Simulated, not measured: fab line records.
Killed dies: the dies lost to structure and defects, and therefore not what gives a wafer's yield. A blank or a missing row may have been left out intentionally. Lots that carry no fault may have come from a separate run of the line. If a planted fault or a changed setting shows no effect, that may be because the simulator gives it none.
The tool behind it: which one?    flow n5-finfet    Sampling: 8 lots, 24 wafers, 5 of 1938 route steps

WHAT THE GAUGES READ, wafer by wafer
N5_BEOL_M4_RC_MEAS_101. Usual: DIBL_N 36.4 mV/V, standard deviation 1.3; DIBL_P 36.5 mV/V, standard deviation 1.7; IOFF_N 0.154 nA/um, standard deviation 0.022; IOFF_P 0.202 nA/um, standard deviation 0.025; IOFF_P_85C 3.5 nA/um, standard deviation 0.35; IOFF_P_LIN 0.095 nA/um, standard deviation 0.0097; IOFF_P_LONG 0.000101 nA/um, standard deviation 8.8e-06; ION_N 671 uA/um, standard deviation 9.8; ION_P 460 uA/um, standard deviation 6.8; SS_N 71.6 mV/dec, standard deviation 0.54; SS_P 73.4 mV/dec, standard deviation 0.58; VT_N 250.9 mV, standard deviation 2.8; VT_P -251.4 mV, standard deviation 2.7; VT_P_LONG -277 mV, standard deviation 3.1; VT_P_LVT -100.2 mV, standard deviation 2.7.
lot   measured      on         DIBL_N (mV/V)   DIBL_P (mV/V)   IOFF_N (nA/um)     IOFF_P (nA/um)     IOFF_P_85C (nA/um)  IOFF_P_LIN (nA/um)  IOFF_P_LONG (nA/um)         ION_N (uA/um)  ION_P (uA/um)  SS_N (mV/dec)   SS_P (mV/dec)   VT_N (mV)          VT_P (mV)             VT_P_LONG (mV)  VT_P_LVT (mV)         flag
L269  day 8 04:26   prober-02  37.2 34.8 37.4  35.9 33.7 36.4  0.159 0.124 0.168  0.181 0.161 0.194  3.2 2.9 3.4         0.087 0.081 0.091   9.3e-05 9.9e-05 9.4e-05     682 668 674    449 458 452    73.0 71.3 72.1  73.1 73.1 72.9  252.0 255.4 250.2  -252.2 -252.7 -252.2  -278 -278 -278  -101.4 -101.8 -101.4  
L274  day 9 13:07   prober-02  37.8 36.2 36.0  37.6 35.6 35.5  0.182 0.152 0.147  0.048 0.041 0.197  1.0 0.9 3.4         0.022 0.019 0.094   5.2e-05 5.4e-05 0.000107    680 684 681    402 398 466    71.4 70.8 71.3  73.9 73.4 73.8  247.4 249.2 248.4  -291.3 -292.9 -248.3  -317 -319 -276  -139.2 -141.4 -97.2   OFF
L280  day 10 14:14  prober-01  35.9 35.8 35.6  38.8 39.1 38.8  0.157 0.153 0.147  0.192 0.191 0.182  3.4 3.4 3.3         0.093 0.091 0.088   9.2e-05 9.2e-05 9.2e-05     673 665 672    458 458 452    71.7 71.6 71.8  73.6 73.8 73.1  249.1 251.6 252.3  -254.4 -251.8 -254.5  -280 -280 -284  -103.0 -104.7 -103.9  
L281  day 10 14:43  prober-02  36.2 35.1 34.2  36.7 35.4 33.9  0.164 0.143 0.132  0.205 0.187 0.176  3.6 3.3 3.1         0.095 0.090 0.086   9.9e-05 9.5e-05 0.000102    681 671 671    464 459 458    71.7 71.8 71.3  72.6 72.5 72.5  250.9 252.5 251.3  -250.8 -251.6 -253.4  -277 -278 -278  -98.8 -100.1 -101.6   
L288  day 13 07:52  prober-01  37.1 37.6 37.2  35.6 37.3 37.7  0.163 0.188 0.193  0.198 0.241 0.248  3.5 4.1 4.2         0.094 0.108 0.111   0.000106 0.000105 0.000112  661 676 687    449 463 469    71.9 71.9 71.4  73.7 74.4 73.6  250.8 244.2 246.1  -252.9 -245.9 -245.7  -275 -277 -277  -97.1 -95.1 -94.8     
L289  day 12 23:37  prober-02  38.7 37.7 38.3  40.7 40.3 41.4  0.203 0.184 0.213  0.250 0.238 0.267  4.1 3.9 4.4         0.114 0.109 0.118   9.5e-05 0.0001 9.7e-05      671 675 679    462 457 461    73.0 72.1 72.4  74.1 74.4 73.9  248.8 249.9 248.1  -248.9 -249.7 -247.8  -280 -278 -279  -98.4 -98.6 -97.4     
L290  day 13 22:59  prober-01  34.7 35.0 35.2  34.7 35.3 36.0  0.130 0.134 0.145  0.191 0.199 0.215  3.4 3.4 3.7         0.095 0.097 0.104   0.000115 0.000116 0.000113  662 679 672    459 466 464    71.6 70.6 71.2  72.5 72.7 72.4  253.3 251.0 250.8  -251.2 -248.1 -249.1  -272 -273 -272  -98.8 -99.2 -97.4     
L291  day 13 17:35  prober-01  36.1 37.4 37.3  37.4 38.9 38.9  0.157 0.189 0.187  0.192 0.220 0.211  3.4 3.8 3.6         0.092 0.101 0.098   9.7e-05 9.8e-05 9.4e-05     677 685 669    453 465 455    71.5 71.6 71.8  73.3 74.2 73.7  247.4 245.6 248.7  -252.0 -250.3 -251.6  -277 -280 -278  -101.2 -99.9 -100.3   

WHAT TOOL EACH LOT RAN ON (gives the tool, then ch and the chambers of the sampled wafers, and finally the start)
lot   N5_HKMG_FIN_ETCH_55                 N5_HKMG_FIN_STRIP_57                N5_HKMG_FIN_ETCH_58                 N5_HKMG_FIN_PWFM_ALD_03
L269  rie-diel-05 ch 0,1,2, day 4 08:12   rie-diel-05 ch 0,1,2, day 4 08:23   rie-diel-05 ch 0,1,2, day 4 08:25   ald-metal-04 ch 0,1,2, day 4 10:45
L274  rie-diel-02 ch 1,2,3, day 5 15:59   rie-diel-02 ch 1,2,3, day 5 16:11   rie-diel-02 ch 1,2,3, day 5 16:12   ald-metal-01 ch 2,3, day 5 18:20
L280  rie-diel-06 ch 0,1,3, day 7 00:46   rie-diel-06 ch 0,1,3, day 7 00:58   rie-diel-06 ch 0,1,3, day 7 00:59   ald-metal-04 ch 0,1,3, day 7 03:37
L281  rie-diel-05 ch 0,1,3, day 7 05:22   rie-diel-05 ch 0,1,3, day 7 05:34   rie-diel-05 ch 0,1,3, day 7 05:35   ald-metal-04 ch 0,1,3, day 7 07:48
L288  rie-diel-05 ch 0,2, day 9 05:22     rie-diel-05 ch 0,2, day 9 05:34     rie-diel-05 ch 0,2, day 9 05:35     ald-metal-04 ch 1,2,3, day 9 07:53
L289  rie-diel-05 ch 1,3, day 9 06:45     rie-diel-05 ch 1,3, day 9 06:56     rie-diel-05 ch 1,3, day 9 06:58     ald-metal-01 ch 0,2,3, day 9 09:19
L290  rie-diel-05 ch 0,1, day 9 23:11     rie-diel-05 ch 0,1, day 9 23:22     rie-diel-05 ch 0,1, day 9 23:23     ald-metal-04 ch 0,1,2, day 10 01:33
L291  rie-diel-02 ch 0,2,3, day 10 01:36  rie-diel-02 ch 0,2,3, day 10 01:47  rie-diel-02 ch 0,2,3, day 10 01:49  ald-metal-01 ch 1,2,3, day 10 03:58
- N5_HKMG_FIN_ETCH_55: etches SOC in N2/H2, target depth 240 nm, time 300 s.
- N5_HKMG_FIN_STRIP_57: strips in CF4.
- N5_HKMG_FIN_ETCH_58: etches SOC in N2/H2, target depth 215.8 nm, time 741 s.
- N5_HKMG_FIN_PWFM_ALD_03: deposits TiN, target thk 2 nm, pulse time 1 s, purge time 3 s.

AS READ BY THE TOOLS THEMSELVES (means over the sampled wafers that have a number; for cases with no such wafer, the mark the record gives instead)
N5_HKMG_FIN_ETCH_55. Usual: drypump-motor-current-A 5.7 A, standard deviation 0.41; oes-product-au 0.79 a.u., standard deviation 0.1; rf-vpp-V 522.9 V, standard deviation 2.1; showerhead-plenum-p-Torr 2.51 Torr, standard deviation 0.067; throttle-valve-pct 17.91 %, standard deviation 0.24.
lot   tool         drypump-motor-current-A (A)  oes-product-au (a.u.)  rf-vpp-V (V)  showerhead-plenum-p-Torr (Torr)  throttle-valve-pct (%)  flag
L269  rie-diel-05  5.6                          0.76                   523.9         2.54                             17.94                   
L274  rie-diel-02  5.8                          0.75                   522.2         2.51                             18.10                   
L280  rie-diel-06  6.0                          0.82                   522.2         2.50                             17.91                   
L281  rie-diel-05  5.5                          0.86                   523.5         2.50                             17.74                   
L288  rie-diel-05  6.1                          0.91                   523.8         2.56                             17.74                   
L289  rie-diel-05  5.3                          0.86                   522.9         2.50                             17.77                   
L290  rie-diel-05  5.5                          0.86                   522.2         2.48                             17.71                   
L291  rie-diel-02  6.1                          0.71                   522.3         2.48                             18.25                   

N5_HKMG_FIN_STRIP_57. Usual: drypump-motor-current-A 5.7 A, standard deviation 0.41; oes-product-au 0.78 a.u., standard deviation 0.096; rf-vpp-V 270.5 V, standard deviation 1.3; showerhead-plenum-p-Torr 1.77 Torr, standard deviation 0.044; throttle-valve-pct 13.65 %, standard deviation 0.28.
lot   tool         drypump-motor-current-A (A)  oes-product-au (a.u.)  rf-vpp-V (V)  showerhead-plenum-p-Torr (Torr)  throttle-valve-pct (%)  flag
L269  rie-diel-05  5.6                          0.75                   271.3         1.79                             13.67                   
L274  rie-diel-02  5.7                          0.74                   270.7         1.77                             13.89                   
L280  rie-diel-06  6.0                          0.82                   271.1         1.76                             13.60                   
L281  rie-diel-05  5.5                          0.83                   269.3         1.76                             13.44                   
L288  rie-diel-05  6.1                          0.88                   271.0         1.80                             13.45                   
L289  rie-diel-05  5.3                          0.84                   270.5         1.76                             13.42                   
L290  rie-diel-05  5.4                          0.85                   270.8         1.75                             13.37                   
L291  rie-diel-02  6.1                          0.71                   270.2         1.76                             14.00                   

N5_HKMG_FIN_ETCH_58. Usual: drypump-motor-current-A 5.7 A, standard deviation 0.41; oes-product-au 0.79 a.u., standard deviation 0.1; rf-vpp-V 99.0 V, standard deviation 0.91; showerhead-plenum-p-Torr 2.51 Torr, standard deviation 0.067; throttle-valve-pct 17.87 %, standard deviation 0.24.
lot   tool         drypump-motor-current-A (A)  oes-product-au (a.u.)  rf-vpp-V (V)  showerhead-plenum-p-Torr (Torr)  throttle-valve-pct (%)  flag
L269  rie-diel-05  5.7                          0.76                   99.3          2.54                             17.89                   
L274  rie-diel-02  5.8                          0.75                   100.0         2.51                             18.07                   
L280  rie-diel-06  6.0                          0.83                   99.2          2.50                             17.87                   
L281  rie-diel-05  5.5                          0.85                   98.8          2.50                             17.69                   
L288  rie-diel-05  6.0                          0.91                   99.5          2.56                             17.69                   
L289  rie-diel-05  5.3                          0.84                   98.3          2.50                             17.74                   
L290  rie-diel-05  5.5                          0.86                   98.5          2.48                             17.66                   
L291  rie-diel-02  6.1                          0.71                   98.9          2.48                             18.19                   

N5_HKMG_FIN_PWFM_ALD_03. Usual: heater-power-w 905 W, standard deviation 100; precursor-pulse-height-rel 0.999, standard deviation 0.021.
lot   tool          heater-power-w (W)  precursor-pulse-height-rel  flag
L269  ald-metal-04  954                 0.994                       
L274  ald-metal-01  788                 0.974                       
L280  ald-metal-04  935                 0.993                       
L281  ald-metal-04  913                 1.006                       
L288  ald-metal-04  893                 0.989                       
L289  ald-metal-01  816                 1.003                       
L290  ald-metal-04  942                 0.996                       
L291  ald-metal-01  901                 1.001                       

THE ANSWER, worked out from the rows above alone
Rule: a lot counts as off when the mean over its wafers that have a number is more than 3 standard deviations away from the usual mean. Also off: a lot with no number at a reading for which 4 or more lots have one. All remaining lots with rows at the step are treated as sound. After the gauges, taken in route order, come the tools' own readings; for these a lot's mean is taken, as printed above. The first step at which some lot is off is used, and at that step the reading that is off furthest; a lot without a number counts as furthest.
Off: L274, seen at N5_BEOL_M4_RC_MEAS_101 (VT_P).
If a tool, at a process step before that reading, ran all the lots that are off and no sound lot after the first of them, it fits. Gauges at N5_BEOL_M4_RC_MEAS_101: tried the same way as those tools. Of those tried, none fits.

WHAT THE SIMULATOR HAD INSERTED
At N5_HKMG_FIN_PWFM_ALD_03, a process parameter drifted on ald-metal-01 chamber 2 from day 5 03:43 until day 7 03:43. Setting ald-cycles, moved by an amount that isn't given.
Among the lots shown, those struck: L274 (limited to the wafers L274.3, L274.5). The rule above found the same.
